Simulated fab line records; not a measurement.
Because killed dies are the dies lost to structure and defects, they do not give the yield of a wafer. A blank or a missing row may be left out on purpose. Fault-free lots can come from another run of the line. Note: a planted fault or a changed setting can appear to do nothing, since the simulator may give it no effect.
Which of the tools did it? ; flow nand_harc ; 42 wafers from 14 lots sampled at 6 of the route's 1302 steps

## WHAT THE GAUGES READ, wafer by wafer
NHARC_P_BONDPAD_THK_MEAS_20: measures by xrf.
lot;measured;on;thk_nm (nm)
L845;day 7 00:20;film_metro-01;162.5 161.3 163.6
L846;day 7 16:10;film_metro-02;162.3 160.9 161.0
L847;day 8 01:55;film_metro-02;163.2 162.9 160.0
L848;day 8 11:11;film_metro-01;158.8 162.5 162.2
L850;day 9 05:16;film_metro-02;159.9 159.7 159.1
L852;day 9 21:59;film_metro-02;160.4 162.0 161.1
L854;day 10 16:20;film_metro-02;163.7 162.7 163.3
L859;day 12 20:30;film_metro-01;156.2 158.4 161.4
L858;day 12 20:41;film_metro-01;161.0 161.0 159.8
L861;day 13 17:36;film_metro-01;160.6 160.4 159.1
L862;day 14 00:20;film_metro-02;161.7 160.9 160.8
L863;day 14 19:44;film_metro-01;158.6 159.3 161.3
L864;day 15 00:07;film_metro-02;158.4 158.4 159.4
L867;day 16 15:42;film_metro-01;161.9 160.2 159.1

NHARC_P_BONDPAD_INSPECT_23.
lot;measured;on;raw_defect_count
L845;day 7 00:33;defect_inspect-02;262 318 296
L846;day 7 16:23;defect_inspect-02;284 326 257
L847;day 8 02:07;defect_inspect-02;245 394 422
L848;day 8 11:24;defect_inspect-01;393 346 295
L850;day 9 05:30;defect_inspect-01;231 222 292
L852;day 9 22:11;defect_inspect-02;285 224 353
L854;day 10 16:32;defect_inspect-02;386 214 390
L859;day 12 20:42;defect_inspect-01;430 591 378
L858;day 12 20:55;defect_inspect-02;470 605 338
L861;day 13 17:49;defect_inspect-02;203 203 349
L862;day 14 00:33;defect_inspect-02;422 254 264
L863;day 14 19:56;defect_inspect-01;288 388 210
L864;day 15 00:20;defect_inspect-01;186 242 214
L867;day 16 15:54;defect_inspect-02;279 244 195

NHARC_A_ONON_D1_THK_MEAS_02: measures by ellipsometry.
lot;measured;on;thk_nm (nm)
L845;day 8 00:43;film_metro-01;991 992 991
L846;day 8 15:49;film_metro-01;987 987 990
L847;day 9 01:17;film_metro-01;1011 1009 1010
L848;day 9 12:18;film_metro-01;1008 1176 1008
L850;day 10 04:27;film_metro-02;1159 994 992
L852;day 10 22:50;film_metro-02;989 991 1158
L854;day 11 16:56;film_metro-02;1012 1011 1011
L859;day 13 20:41;film_metro-01;993 993 994
L858;day 13 20:41;film_metro-02;1019 1019 1020
L861;day 14 15:04;film_metro-01;996 997 997
L862;day 14 23:38;film_metro-01;997 997 998
L863;day 15 22:35;film_metro-02;993 991 995
L864;day 15 22:34;film_metro-01;996 997 997
L867;day 17 15:07;film_metro-01;1008 1007 1008

NHARC_END_SORT_01.
lot;measured;on;killed_at_array;killed_at_other;killed_at_periphery;killed_dies;killed_open;killed_short
L848;day 25 17:49;prober-02;18 672 18;0 0 0;0 5 3;18 677 21;2 2 5;0 2 3
L850;day 26 12:58;prober-01;677 53 58;0 1 1;0 3 3;677 57 62;2 3 4;0 2 2
L852;day 27 00:02;prober-02;74 60 674;0 0 0;1 7 3;75 67 677;3 1 6;4 4 1

## WHAT TOOL EACH LOT RAN ON (gives the tool, then ch and the chambers of the sampled wafers, and finally the start)
lot;NHARC_P_BONDPAD_PRE_CLEAN_26;NHARC_A_ONON_D1_DEP_00
L845;pvd_sputter-01, day 7 00:20 or earlier;pecvd_onon-01 ch 0, day 8 00:11
L846;pvd_sputter-02, day 7 16:10 or earlier;pecvd_onon-01 ch 0, day 8 15:19
L847;pvd_sputter-01, day 8 01:55 or earlier;pecvd_onon-01 ch 0, day 9 00:53
L848;pvd_sputter-02, day 8 11:11 or earlier;pecvd_onon-01 ch 0, day 9 11:47
L850;pvd_sputter-03, day 9 05:16 or earlier;pecvd_onon-01 ch 0, day 10 04:07
L852;pvd_sputter-01, day 9 21:59 or earlier;pecvd_onon-01 ch 0, day 10 22:20
L854;pvd_sputter-02, day 10 16:20 or earlier;pecvd_onon-03 ch 0, day 11 16:25
L859;pvd_sputter-01, day 12 20:30 or earlier;pecvd_onon-04 ch 0, day 13 20:11
L858;pvd_sputter-03, day 12 20:41 or earlier;pecvd_onon-01 ch 0, day 13 20:11
L861;pvd_sputter-02, day 13 17:36 or earlier;pecvd_onon-03 ch 0, day 14 14:41
L862;pvd_sputter-02, day 14 00:20 or earlier;pecvd_onon-01 ch 0, day 14 23:08
L863;pvd_sputter-01, day 14 19:44 or earlier;pecvd_onon-04 ch 0, day 15 22:11
L864;pvd_sputter-02, day 15 00:07 or earlier;pecvd_onon-01 ch 0, day 15 22:13
L867;pvd_sputter-01, day 16 15:42 or earlier;pecvd_onon-01 ch 0, day 17 14:40
- NHARC_P_BONDPAD_PRE_CLEAN_26: time 30 s.
- NHARC_A_ONON_D1_DEP_00: target thk 1000 nm.

## AS READ BY THE TOOLS THEMSELVES (means over the sampled wafers that have a number; for cases with no such wafer, the mark the record gives instead)
NHARC_P_BONDPAD_PRE_CLEAN_26.
lot;tool;heater_power_w (W)
L845;pvd_sputter-01;409
L846;pvd_sputter-02;417
L847;pvd_sputter-01;410
L848;pvd_sputter-02;377
L850;pvd_sputter-03;399
L852;pvd_sputter-01;421
L854;pvd_sputter-02;392
L859;pvd_sputter-01;391
L858;pvd_sputter-03;390
L861;pvd_sputter-02;371
L862;pvd_sputter-02;410
L863;pvd_sputter-01;399
L864;pvd_sputter-02;401
L867;pvd_sputter-01;398

## THE ANSWER, worked out from the rows above alone
Rule: what is usual is taken from the lots themselves. The widest of any qualifying gaps counts: lots, ordered by their means at a reading, are off when they make up no more than a third of the lots, leave a main group of 4 or more, and stand apart from it by 3 or more times the standard deviation of that group's means. A main group is skipped when, at the precision printed for the reading in the tables above, its means are all equal. A lot without any number at a reading at which 4 lots or more have one is off too. The other lots that the step has rows for count as sound. The gauges are gone through in route order, then the tools' own readings, and for those a lot's mean is taken as printed above. The first step at which some lot is off is used, and at that step the reading that is off furthest; a lot without a number counts as furthest.
None of the lots is off at any reading shown; this tells nothing.

## WHAT THE SIMULATOR PUT IN
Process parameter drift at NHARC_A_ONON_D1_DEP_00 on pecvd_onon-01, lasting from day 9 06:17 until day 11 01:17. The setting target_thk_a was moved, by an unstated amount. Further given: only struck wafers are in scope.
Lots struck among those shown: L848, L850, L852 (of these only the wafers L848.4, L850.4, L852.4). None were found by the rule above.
